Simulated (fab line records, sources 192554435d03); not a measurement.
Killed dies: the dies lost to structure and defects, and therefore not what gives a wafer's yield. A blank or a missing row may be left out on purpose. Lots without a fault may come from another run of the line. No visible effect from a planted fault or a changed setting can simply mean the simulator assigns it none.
Split-lot experiment + flow n5 finfet + 7 lots, 21 wafers read, on a route of 1938 steps

== THE SPLIT ITSELF ==
At N5_BEOL_M1_COAT_61 (time 60 s, resist thk 60 nm), the setting spin rpm was moved away from the recipe's 1500 rpm on 6 of the 21 wafers read, by -6.8% to +7.0%. The other wafers ran this setting at the recipe's value.

== FROM THE SPLIT TO THE READING: what the file shows between them, 8 steps ==
- N5_BEOL_M1_COAT_62: time 60 s, resist thk 12 nm
- N5_BEOL_M1_COAT_73: time 60 s, resist thk 5 nm
- N5_BEOL_M1_ETCH_74: etches underlayer in N2/H2, target depth 6.5 nm, time 5.2 s
- N5_BEOL_M1_ETCH_63: etches SiARC in CF4, target depth 15.6 nm, time 26 s
- N5_BEOL_M1_ETCH_64: etches SOC in N2/H2, target depth 75 nm, overetch 15 nm, time 112.5 s
- N5_BEOL_M1_STRIP_65: strips in N2/H2
- N5_BEOL_M1_STRIP_75: strips in N2/H2
- N5_BEOL_M1_STRIP_66: strips in CF4

== THE READING ==
SOC_of_BEOL_M1_COAT_61.thk nm (the simulator's own value, which no gauge read), in nm, at N5_BEOL_M1_HM_OPEN_17 (chemistry Cl2/BCl3, target TiN, target depth 20 nm, overetch 6 nm). The file does not state a usual value for it. Here, 15 wafers ran the recipe; their average is 51.8 nm with a standard deviation of 0.34 nm.

| wafer  | tool, chamber at the split | spin rpm as run, rpm | against the recipe | SOC_of_BEOL_M1_COAT_61.thk nm, nm | against lot-mates on the recipe |
|--------|----------------------------|----------------------|--------------------|-----------------------------------|---------------------------------|
| L079.2 | litho track-04, 0          | 1500                 | recipe             | 51.6                              | -                               |
| L079.5 | litho track-04, 0          | 1398                 | -6.8%              | 54                                | +2.4                            |
| L079.6 | litho track-04, 0          | 1398                 | -6.8%              | 53.6                              | +2.0                            |
| L081.1 | litho track-04, 0          | 1605                 | +7.0%              | 50.2                              | -1.8                            |
| L081.3 | litho track-04, 0          | 1500                 | recipe             | 52                                | -                               |
| L081.5 | litho track-04, 0          | 1605                 | +7.0%              | 49.8                              | -2.2                            |
| L084.2 | litho track-02, 0          | 1500                 | recipe             | 51.8                              | -                               |
| L084.5 | litho track-02, 0          | 1500                 | recipe             | 52.2                              | -                               |
| L084.6 | litho track-02, 0          | 1500                 | recipe             | 51.8                              | -                               |
| L083.1 | litho track-04, 0          | 1500                 | recipe             | 52                                | -                               |
| L083.3 | litho track-04, 0          | 1500                 | recipe             | 51.8                              | -                               |
| L083.4 | litho track-04, 0          | 1422                 | -5.2%              | 53.4                              | +1.5                            |
| L091.2 | litho track-04, 0          | 1444                 | -3.7%              | 53.4                              | +1.7                            |
| L091.4 | litho track-04, 0          | 1500                 | recipe             | 51.4                              | -                               |
| L091.6 | litho track-04, 0          | 1500                 | recipe             | 52                                | -                               |
| L094.1 | litho track-04, 0          | 1500                 | recipe             | 52.4                              | -                               |
| L094.2 | litho track-04, 0          | 1500                 | recipe             | 51.8                              | -                               |
| L094.3 | litho track-04, 0          | 1500                 | recipe             | 51.6                              | -                               |
| L095.1 | litho track-05, 0          | 1500                 | recipe             | 51.4                              | -                               |
| L095.2 | litho track-05, 0          | 1500                 | recipe             | 52.4                              | -                               |
| L095.3 | litho track-05, 0          | 1500                 | recipe             | 51.2                              | -                               |

THE FIT
A straight line over all 21 wafers: SOC_of_BEOL_M1_COAT_61.thk nm changes by -0.285 nm for each +1% of spin rpm; r = -0.95; the points scatter about the line by 0.34 nm.
The same after taking each lot's own level away (the mean of its wafers on the recipe; 21 wafers): -0.31 nm for each +1%; r = -0.96; scatter 0.32 nm.
The reading moves by 2.2 nm for the largest change in spin rpm, on that fit.
Across the lots, their own levels run from 51.60 to 52.00 nm, a range of 1.2 times the standard deviation given above.
Hence the lot-to-lot level has little effect on the slope; both slopes agree.
Check: with one of the wafers moved furthest among these (+7.0%) left out of the fit, the line predicts -2.25 nm for it against its lot-mates. Against them it came out at -1.8 nm.

== THE WHOLE CHAIN: every reading that the file lists as answering this split, in the file's order ==
| step                  | what it does                                                          | reading                                                                        | change (the file's fit)               | r (the file's) |
|-----------------------|-----------------------------------------------------------------------|--------------------------------------------------------------------------------|---------------------------------------|----------------|
| N5_BEOL_M1_COAT_61    | time 60 s, resist thk 60 nm                                           | SOC_of_BEOL_M1_COAT_61.thk nm (the simulator's own value, which no gauge read) | -0.314 nm for each +1% of the setting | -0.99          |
| N5_BEOL_M1_ETCH_64    | etches SOC in N2/H2, target depth 75 nm, overetch 15 nm, time 112.5 s | etch.depth nm (the simulator's own value, which no gauge read)                 | -0.31 nm for each +1% of the setting  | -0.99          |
| N5_BEOL_M1_HM_OPEN_17 | chemistry Cl2/BCl3, target TiN, target depth 20 nm, overetch 6 nm     | SOC_of_BEOL_M1_COAT_61.thk nm (the simulator's own value, which no gauge read) | -0.316 nm for each +1% of the setting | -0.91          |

== FILE'S OWN FIT ==
SOC_of_BEOL_M1_COAT_61.thk nm changes by -0.316 nm for each +1% of spin rpm, r = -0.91.
